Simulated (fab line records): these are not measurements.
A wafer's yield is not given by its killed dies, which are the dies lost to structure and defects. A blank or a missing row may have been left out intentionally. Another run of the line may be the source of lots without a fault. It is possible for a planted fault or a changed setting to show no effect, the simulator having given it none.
Matching of chambers + flow nand-harc + rie-diel-04 running NHARC_A_STAIRCASE_TRIM_196: 4 sister chambers
The step chemistry O2, time 211.2 s. 8 wafers are shown with their chamber, then 8 later ones without.

## WAFERS WITH THEIR CHAMBER
| wafer  | chamber | showerhead-plenum-p-Torr (Torr) | oes-product-au (a.u.) |
|--------|---------|---------------------------------|-----------------------|
| L076.6 | 0       | 3.41                            | 1.010                 |
| L075.5 | 0       | 3.41                            | 1.014                 |
| L080.5 | 1       | 3.59                            | 0.996                 |
| L080.6 | 2       | 3.58                            | 1.005                 |
| L087.1 | 2       | 3.57                            | 1.003                 |
| L087.2 | 1       | 3.59                            | 1.005                 |
| L087.6 | 3       | 3.77                            | 0.986                 |
| L089.2 | 3       | 3.77                            | 0.993                 |

## WAFERS WITH NO CHAMBER GIVEN
| wafer  | showerhead-plenum-p-Torr (Torr) | oes-product-au (a.u.) |
|--------|---------------------------------|-----------------------|
| L089.4 | 3.40                            | 1.010                 |
| L089.5 | 3.58                            | 1.000                 |
| L093.1 | 3.58                            | 0.994                 |
| L093.2 | 3.57                            | 0.995                 |
| L093.6 | 3.76                            | 0.997                 |
| L095.2 | 3.57                            | 1.012                 |
| L095.4 | 3.39                            | 1.008                 |
| L095.5 | 3.57                            | 1.000                 |

## WHICH CHAMBER EACH ONE RAN IN
| wafer  | from the rows above     | in truth |
|--------|-------------------------|----------|
| L089.4 | 0                       | 0        |
| L089.5 | can't be placed: 2 or 1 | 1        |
| L093.1 | can't be placed: 2 or 1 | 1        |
| L093.2 | 2                       | 2        |
| L093.6 | 3                       | 3        |
| L095.2 | 2                       | 2        |
| L095.4 | 0                       | 0        |
| L095.5 | 2                       | 2        |
Correct placement for 6 of the 8. Can't be placed from these rows: 2 (the true chamber is among the candidates in 2). Placed wrongly: 0.
How it was worked out, from the rows above alone: a wafer's distance from a chamber is the root of the sum, over the readings, of the square of ((its reading less the chamber's mean) divided by the reading's scatter). The wafer belongs to the nearest chamber; if the next one is less than 2 further off, it can't be placed. For every chamber, the mean is computed from those of its wafers that are shown. The scatter: take each reading less its chamber's mean, square it, sum over the shown wafers, divide by the number of wafers less the number of chambers, and take the root.
